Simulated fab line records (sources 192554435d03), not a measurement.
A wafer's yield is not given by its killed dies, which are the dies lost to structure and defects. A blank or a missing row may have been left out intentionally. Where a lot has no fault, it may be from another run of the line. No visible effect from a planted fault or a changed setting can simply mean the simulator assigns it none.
One fault through the eyes of 2 desks / flow n5 finfet / what lay behind the numbers comes last; until then each desk has only its own

## THE METROLOGY DESK
Means of the sampled wafers that have a number, per lot and without regard to the tool the lot ran on: this is what the gauges read. Any lot whose mean is over 4 standard deviations away from the usual mean is out of limits and marked OUT; that distance is given in the brackets. 7 of its 12 readings are shown, namely those furthest out on some lot.
Columns: A = DIBL_N at N5_BEOL_M4_RC_MEAS_101, usual 35.9 mV/V; B = DIBL_P at N5_BEOL_M4_RC_MEAS_101, usual 35.9 mV/V; C = IOFF_N at N5_BEOL_M4_RC_MEAS_101, usual 0.155 nA/um; D = IOFF_P at N5_BEOL_M4_RC_MEAS_101, usual 0.201 nA/um; E = ION_N at N5_BEOL_M4_RC_MEAS_101, usual 672 uA/um; F = SS_N at N5_BEOL_M4_RC_MEAS_101, usual 71.6 mV/dec; G = VT_P at N5_BEOL_M4_RC_MEAS_101, usual -251.6 mV
lot=L790; first seen here=day 3 09:09; A=34.8; B=34.0; C=0.132; D=0.193; E=659; F=71.5; G=-250.2
lot=L795; first seen here=day 4 13:32; A=35.1; B=36.5; C=0.146; D=0.176; E=670; F=71.6; G=-253.8
lot=L798; first seen here=day 5 10:05; A=33.9; B=32.8; C=0.129; D=0.177; E=668; F=70.8; G=-252.7
lot=L801; first seen here=day 6 04:55; A=36.2; B=34.4; C=0.136; D=0.178; E=670; F=70.9; G=-254.1
lot=L807; first seen here=day 7 12:37; A=34.5; B=34.9; C=0.130; D=0.145; E=666; F=71.3; G=-257.6
lot=L808; first seen here=day 7 23:53; A=36.1; B=37.3; C=0.162; D=0.210; E=675; F=72.4; G=-251.0
lot=L809; first seen here=day 8 00:34; A=38.4; B=39.1; C=0.198; D=0.247; E=684; F=72.2; G=-249.8
lot=L811; first seen here=day 8 12:49; A=36.0; B=35.3; C=0.148; D=0.183; E=672; F=71.2; G=-253.2
lot=L812; first seen here=day 8 22:02; A=34.7; B=33.7; C=0.128; D=0.184; E=657; F=71.3; G=-252.7
This desk's verdict: no lot among the 9 shows anything out of limits.

## TOOL OWNER'S DESK, rie diel-05
The tool's own readings at N5_SD_EPI_N_ETCH_34 (etches SiARC in CF4, target depth 45.5 nm, time 75.8 s): means of the sampled wafers that have a number, for each lot that ran on this tool. Any lot whose mean is over 4 standard deviations away from the usual mean is out of limits and marked OUT; that distance is given in the brackets.
Columns: A = drypump motor current A at N5_SD_EPI_N_ETCH_34, usual 5.8 A; B = etch rf on time s at N5_SD_EPI_N_ETCH_34, usual 76.0 s; C = oes product au at N5_SD_EPI_N_ETCH_34, usual 0.65 a.u.; D = rf vpp V at N5_SD_EPI_N_ETCH_34, usual 184.3 V; E = showerhead plenum p Torr at N5_SD_EPI_N_ETCH_34, usual 2.15 Torr; F = throttle valve pct at N5_SD_EPI_N_ETCH_34, usual 15.64 %
lot=L790; first seen here=day 3 09:16; A=5.3; B=75.9; C=0.66; D=183.7; E=2.18; F=15.66
lot=L795; first seen here=day 4 13:52; A=5.5; B=76.5; C=0.63; D=183.6; E=2.11; F=15.76
lot=L798; first seen here=day 5 10:14; A=5.2; B=104.5 (+24) OUT; C=0.55; D=183.9; E=2.14; F=15.77
lot=L801; first seen here=day 6 05:05; A=5.3; B=102.0 (+22) OUT; C=0.62; D=184.6; E=2.17; F=15.54
lot=L812; first seen here=day 8 22:10; A=5.2; B=76.4; C=0.69; D=185.1; E=2.22; F=15.65
This desk finds L798, L801 out of limits, L798 being first, at day 5 10:14 (etch rf on time s at N5_SD_EPI_N_ETCH_34). L790, L795, L812: within limits.

## ALL TOGETHER
An alarm could have come from the tool owner's desk at day 5 10:14, on L798, L801.
From the metrology desk's view, nothing was out of limits.
The metrology desk has L798, L801 on record, within its limits.
All the named lots went through N5_SD_EPI_N_ETCH_34 on rie diel-05.

## WHAT THE SIMULATOR PUT IN
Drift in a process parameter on rie diel-05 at N5_SD_EPI_N_ETCH_34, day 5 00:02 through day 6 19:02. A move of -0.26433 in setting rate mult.
Lots struck among those shown: L798, L801.
Hours from the fault's start to each desk's first reading out of limits: the tool owner's desk, 10.
